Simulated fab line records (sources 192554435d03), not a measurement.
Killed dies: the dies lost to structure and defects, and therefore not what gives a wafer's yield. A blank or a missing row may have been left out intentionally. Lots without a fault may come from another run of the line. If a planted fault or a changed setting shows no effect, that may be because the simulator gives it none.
fab line records | flow n5Finfet | part 2 of 2: steps 22 to 29 of 29
record lots=5 wafers=15 lastDay=18
route steps=1938 shown BEOL_M12@1653 BEOL_M13@1659
lots untouched by any fault: they come from a run of this same line in which no faults occurred
startH: the number of hours between the record's first day and the start of the first shown wafer of the lot | waitH: time in hours since the lot's previous step | " unchanged from the row above | L1.1+2: a row that stands for several wafers | - no value present, or no start provided | * or withheld: withheld | < > ~ a bound
route shown NAME@n: NAME is a module with steps in the file, n the number in the route of the first one | usual: average and standard deviation across the fault-free wafers | same: alike in all rows | chamber/n: place in a boat | sites: the reading at each site | _std_site: the standard deviation of these | _edge_site: the outer-site mean with the inner-site mean subtracted | radiusMm: how far each site lies from the wafer's centre | mask NAME#n: copy n | behind: tool/chamber where the wafer was last shaped | hold: reason for holding the lot/hours on hold/outcome of the hold | device: names the non-switching transistor (n, p or np) | end of line: the tests these same wafers got at the end of their route | a step given without rows: its recipe and nothing more | killed: dies lost to structure and defects at the first sort, not the wafer's yield | map: dies across one wafer; x = killed, . = not, _ = none there
set.NAME: the setting the step ran with; set.NAME@STEP: the setting that earlier step ran with | model.NAME: the simulator's own value behind a step, which no gauge read
lots at some steps of the route; a table a step, a row a wafer
services: the hour from which a tool's chamber was out of use, counted from the record's first day as startH (under 0 if before that day), plus the number of hours and why
## steps
# step N5_BEOL_M13_VIA_ETCH_16
# recipe chemistry=C4F8/O2/Ar target=SiOC pressureMtorr=30 sourceW=3000 biasW=700 Ar_flow_sccm=400 C4F8_flow_sccm=15 O2_flow_sccm=8 heInnerTorr=15 heOuterTorr=30 targetDepthA=9217 timeS=withheld ionEnergyEv=250 ends=cleared
# usual biasW=700.1/2.2 drypumpMotorCurrentA=5.8/0.44 oesProductAu=0.69/0.078 rfVppV=666/3.7 showerheadPlenumPTorr=3.43/0.12 throttleValvePct=24.14/0.28
# columns lot.wafer tool chamber startH waitH biasW drypumpMotorCurrentA oesProductAu rfVppV showerheadPlenumPTorr throttleValvePct
L077.1 rieDiel-02 1 251.87 0.0 698.9 5.8 0.77 670 3.61 23.80
L077.2 " 2 " " 697.3 5.1 0.71 666 3.45 24.34
L077.5 " 3 " " 697.0 6.2 0.62 661 3.26 24.51
L090.2 rieDiel-06 2 335.85 0.0 699.8 6.1 0.61 661 3.24 24.66
L090.3 " 0 " " 700.3 6.8 0.61 669 3.47 24.19
L090.6 " 2 " " 700.7 6.1 0.61 662 3.24 24.64
L093.4 rieDiel-06 3 352.40 0.0 701.4 5.8 0.76 662 3.34 24.23
L093.5 " 0 " " 704.0 6.8 0.60 668 3.47 24.19
L093.6 " 3 " " 696.0 5.7 0.75 662 3.34 24.21
L094.1 rieDiel-06 1 353.27 0.0 700.5 6.5 0.75 662 3.33 24.09
L094.3 " 2 " " 697.5 6.1 0.61 661 3.24 24.65
L094.6 " 2 " " 695.2 6.1 0.62 659 3.24 24.66
L097.1 rieDiel-06 3 390.82 0.0 699.6 5.8 0.74 663 3.33 24.23
L097.3 " 2 " " 698.9 6.1 0.61 661 3.23 24.69
L097.5 " 1 " " 703.6 6.5 0.74 663 3.33 24.10
# step N5_BEOL_M13_STRIP_63
# recipe chemistry=N2/H2 powerW=1000 tempC=250 h2Frac=0.65 overashFraction=0.3 pressureMtorr=1000 n2FlowSccm=1750 h2FlowSccm=3250
# usual drypumpMotorCurrentA=6.0/0.31 heaterPowerW=357/58 oesProductAu=0.674/0.005 stripTimeToEndpointS=28.1/1.1
# columns lot.wafer tool chamber startH waitH drypumpMotorCurrentA heaterPowerW oesProductAu rfHoursCounterH stripTimeToEndpointS
L077.1 plasmaAsher-02 1 252.43 - 6.2 340 0.673 73 27.1
L077.2 " 0 " " 6.3 406 0.670 73 27.1
L077.5 " 1 " " 6.2 329 0.670 - 26.1
L090.2 plasmaAsher-02 0 336.09 - 6.3 400 0.664 88 27.7
L090.3 " 1 " " 6.2 329 0.677 - 28.1
L090.6 " 1 " " 6.2 333 0.674 - 26.7
L093.4 plasmaAsher-02 1 352.65 - 6.2 336 0.668 - 27.0
L093.5 " 0 " " 6.3 408 0.677 - 27.3
L093.6 " 1 " " 6.2 338 0.673 - 27.7
L094.1 plasmaAsher-01 1 353.51 - 5.6 405 0.674 142 30.0
L094.3 " 0 " " 5.6 257 0.664 - 28.9
L094.6 " 0 " " 5.6 254 0.674 - 28.9
L097.1 plasmaAsher-01 0 391.36 - 5.6 258 0.676 148 28.0
L097.3 " 0 " " 5.6 260 0.674 - 28.4
L097.5 " 0 " " 5.6 257 0.677 - 27.0
# step N5_BEOL_M13_STRIP_64
# recipe chemistry=N2/H2 powerW=1000 tempC=250 h2Frac=0.65 overashFraction=0.3 pressureMtorr=withheld n2FlowSccm=1750 h2FlowSccm=3250
# usual drypumpMotorCurrentA=6.0/0.3 heaterPowerW=357/58 oesProductAu=0.715/0.0046 stripTimeToEndpointS=31.30/0.071
# columns lot.wafer tool chamber startH waitH drypumpMotorCurrentA heaterPowerW oesProductAu rfHoursCounterH stripTimeToEndpointS
L077.1 plasmaAsher-02 1 252.49 0.0 6.2 330 0.712 73 31.32
L077.2 " 0 " " 6.2 403 0.722 73 31.35
L077.5 " 1 " " 6.2 331 0.717 - 31.27
L090.2 plasmaAsher-02 0 336.15 0.0 6.3 405 0.712 88 31.29
L090.3 " 1 " " 6.2 334 0.716 - 31.22
L090.6 " 1 " " 6.2 328 0.711 - 31.34
L093.4 plasmaAsher-02 1 352.71 0.0 6.2 335 0.719 - 31.23
L093.5 " 0 " " 6.2 408 0.714 - 31.17
L093.6 " 1 " " 6.2 336 0.711 - 31.19
L094.1 plasmaAsher-01 1 353.57 0.0 5.6 408 0.717 142 31.37
L094.3 " 0 " " 5.6 256 0.710 - 31.25
L094.6 " 0 " " 5.6 254 0.710 - 31.29
L097.1 plasmaAsher-01 0 391.42 0.0 5.6 257 0.715 148 31.33
L097.3 " 0 " " 5.6 262 0.716 - 31.35
L097.5 " 0 " " 5.6 251 0.709 - 31.31
# step N5_BEOL_M13_STRIP_71
# recipe chemistry=postEtchResidueRemover timeS=60 tempC=25 removerPh=withheld removerWaterWtPct=withheld removerFluorideWtPct=withheld
# columns lot.wafer tool chamber startH waitH
L077.1+2+5 wetBench-04 5,4,6 252.58 0.1
L090.2+3+6 wetBench-01 1,3,4 336.24 0.1
L093.4+5+6 wetBench-06 7,4,3 352.78 0.0
L094.1+3+6 wetBench-04 7,4,2 353.66 0.1
L097.1+3+5 wetBench-01 3,0,4 391.51 0.1
# step N5_BEOL_M13_SRD_72
# recipe timeS=30 tempC=23 rinseLiquid=diw dry=n2Spin spinRpm=1500 dryTimeS=30
# columns lot.wafer tool chamber startH waitH
L077.1+2+5 wetBench-04 5,4,6 252.60 0.0
L090.2+3+6 wetBench-01 1,3,4 336.25 0.0
L093.4+5+6 wetBench-06 7,4,3 352.80 0.0
L094.1+3+6 wetBench-04 7,4,2 353.68 0.0
L097.1+3+5 wetBench-01 3,0,4 391.55 0.0
# step N5_BEOL_M13_CD_MEAS_17
# recipe targetCdNm=190 polarity=opening
# usual cdNm=190.0/1.9
# columns lot.wafer tool chamber startH waitH cdNm
L077.1 cdSem-01 - 252.64 0.0 186.7
L077.2 " - " " 187.9
L077.5 " - " " 188.7
L090.2 cdSem-02 - 336.30 0.0 186.0
L090.3 " - " " 191.9
L090.6 " - " " 188.0
L093.4 cdSem-02 - 352.85 0.0 189.0
L093.5 " - " " 189.9
L093.6 " - " " 188.6
L094.1 cdSem-02 - 353.72 0.0 192.0
L094.3 " - " " 185.5
L094.6 " - " " 184.8
L097.1 cdSem-03 - 391.61 0.0 189.7
L097.3 " - " " 187.3
L097.5 " - " " 192.6
# step N5_BEOL_M13_COAT_65
# recipe resist=SOC tempC=250 timeS=60 spinRpm=1500 resistThkNm=350
# usual chillPlateTempC=23.01/0.1 spinSpeedRpm=1500.2/0.95
# columns lot.wafer tool chamber startH waitH chillPlateTempC spinSpeedRpm
L077.1 lithoTrack-01 0 252.68 0.0 22.91 1499.2
L077.2 " 0 " " 22.92 1499.3
L077.5 " 0 " " 22.97 1500.6
L090.2 lithoTrack-04 0 336.34 0.0 23.02 1498.7
L090.3 " 0 " " 23.01 1498.5
L090.6 " 0 " " 23.13 1500.5
L093.4 lithoTrack-04 0 352.88 0.0 22.99 1501.8
L093.5 " 0 " " 22.93 1499.7
L093.6 " 0 " " 22.83 1499.8
L094.1 lithoTrack-05 0 353.75 0.0 23.11 1500.3
L094.3 " 0 " " 23.13 1500.7
L094.6 " 0 " " 23.28 1499.9
L097.1 lithoTrack-05 0 391.65 0.0 22.97 1500.8
L097.3 " 0 " " 22.98 1499.8
L097.5 " 0 " " 23.13 1500.1
# step N5_BEOL_M13_COAT_66
# recipe resist=SiARC tempC=220 timeS=60 spinRpm=1500 resistThkNm=110
# usual chillPlateTempC=23.02/0.12 spinSpeedRpm=1499.7/1
# columns lot.wafer tool chamber startH waitH chillPlateTempC spinSpeedRpm
L077.1 lithoTrack-01 0 - - 23.04 1500.7
L077.2 " 0 " " 23.10 1500.2
L077.5 " 0 " " 23.16 1498.3
L090.2 lithoTrack-04 0 - - 23.02 1498.3
L090.3 " 0 " " 23.13 1498.5
L090.6 " 0 " " 23.15 1500.7
L093.4 lithoTrack-04 0 - - 22.92 1498.2
L093.5 " 0 " " 23.02 1499.6
L093.6 " 0 " " 22.89 1500.9
L094.1 lithoTrack-05 0 - - 23.12 1499.6
L094.3 " 0 " " 22.83 1499.7
L094.6 " 0 " " 23.05 1498.7
L097.1 lithoTrack-05 0 - - 22.88 1499.3
L097.3 " 0 " " 22.77 1498.9
L097.5 " 0 " " 22.95 1499.5
## services
# columns tool chamber startH hours kind
krfScanner-01 - 237.38 0.8 pm
cmp-04 - 238.15 41.2 repair
pecvd-02 - 241.03 1.7 repair
cmp-03 - 243.64 0.5 repair
krfScanner-02 - 246.91 1.2 repair
plasmaAsher-01 - 252.04 1.0 repair
pecvd-02 0 265.03 22.1 repair
pecvd-02 - 265.85 0.7 repair
cmp-02 - 266.15 4.0 pm
plasmaAsher-02 - 268.70 1.7 repair
pecvd-04 - 280.33 0.9 repair
pecvd-02 - 285.58 0.6 repair
krfScanner-01 - 286.57 1.0 pm
rieDiel-06 2 307.54 9.9 repair
krfScanner-01 - 315.09 1.3 pm
rieDiel-06 3 329.67 5.2 repair
plasmaAsher-01 - 333.33 7.4 repair
rieDiel-06 2 339.05 4.8 repair
krfScanner-01 - 340.84 7.2 pm
cmp-02 - 341.46 1.3 repair
plasmaAsher-01 - 354.91 1.2 repair
cmp-02 - 374.92 0.7 repair
rieDiel-02 3 386.72 2.1 repair
plasmaAsher-02 - 389.83 10.0 pm
